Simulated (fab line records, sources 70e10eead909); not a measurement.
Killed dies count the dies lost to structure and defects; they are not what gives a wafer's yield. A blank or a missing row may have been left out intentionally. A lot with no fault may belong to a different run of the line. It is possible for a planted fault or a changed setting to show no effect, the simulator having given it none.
Chamber matching :: flow nandHarc :: NHARC_P_ZERO_WELL_DESCUM_13 on rieDiel-03: 4 sister chambers
The step chemistry O2, time 3 s. 14 wafers are shown with their chamber, then 7 later ones without.

== EACH WAFER AND ITS CHAMBER ==
wafer: L074.2
chamber: 1
showerheadPlenumPTorr (Torr): 1.95
rfVppV (V): 57.3
oesProductAu (a.u.): 1.011

wafer: L074.3
chamber: 2
showerheadPlenumPTorr (Torr): 1.79
rfVppV (V): 56.6
oesProductAu (a.u.): 0.990

wafer: L074.5
chamber: 3
showerheadPlenumPTorr (Torr): 1.83
rfVppV (V): 57.7
oesProductAu (a.u.): 1.005

wafer: L075.2
chamber: 1
showerheadPlenumPTorr (Torr): 1.95
rfVppV (V): 58.0
oesProductAu (a.u.): 1.011

wafer: L075.3
chamber: 0
showerheadPlenumPTorr (Torr): 1.90
rfVppV (V): 56.4
oesProductAu (a.u.): 0.998

wafer: L075.4
chamber: 3
showerheadPlenumPTorr (Torr): 1.83
rfVppV (V): 58.2
oesProductAu (a.u.): 1.001

wafer: L082.3
chamber: 2
showerheadPlenumPTorr (Torr): 1.79
rfVppV (V): 56.9
oesProductAu (a.u.): 1.006

wafer: L082.5
chamber: 3
showerheadPlenumPTorr (Torr): 1.83
rfVppV (V): 57.4
oesProductAu (a.u.): 1.005

wafer: L082.6
chamber: 2
showerheadPlenumPTorr (Torr): 1.79
rfVppV (V): 56.0
oesProductAu (a.u.): 0.997

wafer: L083.1
chamber: 3
showerheadPlenumPTorr (Torr): 1.83
rfVppV (V): 56.9
oesProductAu (a.u.): 0.994

wafer: L083.2
chamber: 0
showerheadPlenumPTorr (Torr): 1.90
rfVppV (V): 57.0
oesProductAu (a.u.): 0.992

wafer: L083.3
chamber: 2
showerheadPlenumPTorr (Torr): 1.79
rfVppV (V): 57.3
oesProductAu (a.u.): 0.981

wafer: L083.4
chamber: 1
showerheadPlenumPTorr (Torr): 1.95
rfVppV (V): 59.3
oesProductAu (a.u.): 0.994

wafer: L083.5
chamber: 0
showerheadPlenumPTorr (Torr): 1.89
rfVppV (V): 56.7
oesProductAu (a.u.): 0.995

SIGNATURES (means of the wafers above)
reading: showerheadPlenumPTorr
chamber 0: 1.8967
chamber 1: 1.9500
chamber 2: 1.7900
chamber 3: 1.8300
scatter within a chamber: 0.00258

reading: rfVppV
chamber 0: 56.700
chamber 1: 58.200
chamber 2: 56.700
chamber 3: 57.550
scatter within a chamber: 0.635

reading: oesProductAu
chamber 0: 0.99500
chamber 1: 1.00533
chamber 2: 0.99350
chamber 3: 1.00125
scatter within a chamber: 0.00793
Rule: a wafer lies at a distance from a chamber equal to the root of the sum of squares, over the readings, of (its reading less the chamber's mean, divided by the reading's scatter). If the next closest chamber is less than 2 further off than the closest, the wafer can't be placed; otherwise it belongs to the closest. The scatter is the square root of a quotient: the sum, over the shown wafers, of each reading's squared deviation from its chamber's mean, divided by wafers minus chambers.

== WAFERS WITHOUT THEIR CHAMBER ==
wafer: L083.6
showerheadPlenumPTorr (Torr): 1.83
rfVppV (V): 56.8
oesProductAu (a.u.): 1.006

wafer: L088.2
showerheadPlenumPTorr (Torr): 1.89
rfVppV (V): 56.2
oesProductAu (a.u.): 1.000

wafer: L088.3
showerheadPlenumPTorr (Torr): 1.82
rfVppV (V): 56.4
oesProductAu (a.u.): 1.010

wafer: L088.4
showerheadPlenumPTorr (Torr): 1.94
rfVppV (V): 59.4
oesProductAu (a.u.): 0.986

wafer: L095.1
showerheadPlenumPTorr (Torr): 1.94
rfVppV (V): 57.4
oesProductAu (a.u.): 0.992

wafer: L095.2
showerheadPlenumPTorr (Torr): 1.82
rfVppV (V): 57.3
oesProductAu (a.u.): 1.001

wafer: L095.4
showerheadPlenumPTorr (Torr): 1.94
rfVppV (V): 58.5
oesProductAu (a.u.): 0.983

== THE CHAMBER EACH PASSED THROUGH ==
wafer: L083.6
from the rows above: 3
in truth: 3

wafer: L088.2
from the rows above: 0
in truth: 0

wafer: L088.3
from the rows above: 3
in truth: 3

wafer: L088.4
from the rows above: 1
in truth: 1

wafer: L095.1
from the rows above: 1
in truth: 1

wafer: L095.2
from the rows above: 3
in truth: 3

wafer: L095.4
from the rows above: 1
in truth: 1
Correct placement for 7 of the 7. From these rows, 0 cannot be placed. Number placed wrongly: 0.
